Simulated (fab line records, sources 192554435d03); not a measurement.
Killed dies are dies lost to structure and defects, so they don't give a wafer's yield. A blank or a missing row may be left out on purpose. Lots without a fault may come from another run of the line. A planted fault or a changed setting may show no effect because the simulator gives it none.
Split-lot experiment | flow n5_finfet | 7 lots, 21 wafers read, on a route of 1938 steps

THE SPLIT
At N5_DUMMY_GATE_ETCH_31 (etches SiO2 in C4F6/O2, target depth 82.5 nm, time 27.5 s), the setting target_depth_a was moved away from the recipe's 825 angstrom on 7 of the 21 wafers read, by -8.2% to +8.6%. The other wafers ran this setting at the recipe's value.

The reading is taken at the split's own step.

THE READING
etch.depth_nm (the simulator's own value, which no gauge read), in nm, at N5_DUMMY_GATE_ETCH_31 (etches SiO2 in C4F6/O2, target depth 82.5 nm, time 27.5 s). The file gives no usual value for it. The 14 wafers here that ran the recipe average 83.34 nm, standard deviation 1.6 nm.

wafer  | tool, chamber at the split | target_depth_a as run, angstrom | against the recipe | etch.depth_nm, nm | against lot-mates on the recipe
L075.1 | rie_diel-05, 2             | 851.8                           | +3.2%              | 86.64             | +4.22
L075.2 | rie_diel-05, 3             | 825                             | recipe             | 82.42             | -
L075.3 | rie_diel-05, 0             | 851.8                           | +3.2%              | 84.21             | +1.79
L076.1 | rie_diel-02, 2             | 825                             | recipe             | 85.22             | -
L076.3 | rie_diel-02, 1             | 825                             | recipe             | 80.28             | -
L076.6 | rie_diel-02, 0             | 874.8                           | +6.0%              | 88.81             | +6.06
L080.1 | rie_diel-06, 3             | 825                             | recipe             | 81.02             | -
L080.2 | rie_diel-06, 1             | 825                             | recipe             | 84.55             | -
L080.4 | rie_diel-06, 3             | 825                             | recipe             | 81.64             | -
L082.1 | rie_diel-02, 2             | 825                             | recipe             | 85.17             | -
L082.3 | rie_diel-02, 3             | 893.9                           | +8.4%              | 90.95             | +5.88
L082.5 | rie_diel-02, 2             | 825                             | recipe             | 84.97             | -
L088.3 | rie_diel-02, 1             | 757.5                           | -8.2%              | 77.23             | -7.18
L088.4 | rie_diel-02, 0             | 825                             | recipe             | 83.51             | -
L088.6 | rie_diel-02, 2             | 825                             | recipe             | 85.31             | -
L094.2 | rie_diel-02, 1             | 825                             | recipe             | 83.1              | -
L094.4 | rie_diel-02, 0             | 825                             | recipe             | 83.19             | -
L094.6 | rie_diel-02, 3             | 825                             | recipe             | 84.04             | -
L096.2 | rie_diel-05, 3             | 896                             | +8.6%              | 88.49             | +6.19
L096.4 | rie_diel-05, 1             | 896                             | +8.6%              | 86.08             | +3.78
L096.6 | rie_diel-05, 2             | 825                             | recipe             | 82.3              | -

THE FIT
A straight line over all 21 wafers: etch.depth_nm changes by +0.67 nm for each +1% of target_depth_a; r = +0.84; the points scatter about the line by 1.7 nm.
The same after taking each lot's own level away (the mean of its wafers on the recipe; 21 wafers): +0.735 nm for each +1%; r = +0.91; scatter 1.4 nm.
On that fit, the largest move of target_depth_a shifts the reading by 6.3 nm.
The lots' own levels span 82.300 to 85.070 nm, that is 1.8 times the standard deviation above.
So the lot-to-lot level changes the slope little: the two slopes agree.
Check: with one of the wafers moved furthest among these (+8.6%) left out of the fit, the line predicts +6.28 nm for it against its lot-mates. It came out at +6.19 nm against them.

OTHER SPLITS ON THESE WAFERS
These wafers also went through other splits before the reading. Each is held against what the fit with the lots' levels taken away leaves over:
other split on the same wafers | wafers away from the commonest value | r with etch.depth_nm (lot level and that fit taken away)
N5_WELL_APT_COAT_02 spin_rpm   | 6                                    | -0.19
N5_WELL_APT_PEB_23 peb_temp_c  | 5                                    | +0.17
N5_WELL_APT_DESCUM_30 time_s   | 8                                    | -0.01
N5_FIN_SAQP_EXPOSE_13 dose_mj  | 10                                   | -0.42

THE FILE'S OWN FIT
etch.depth_nm changes by +0.765 nm for each +1% of target_depth_a, r = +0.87.
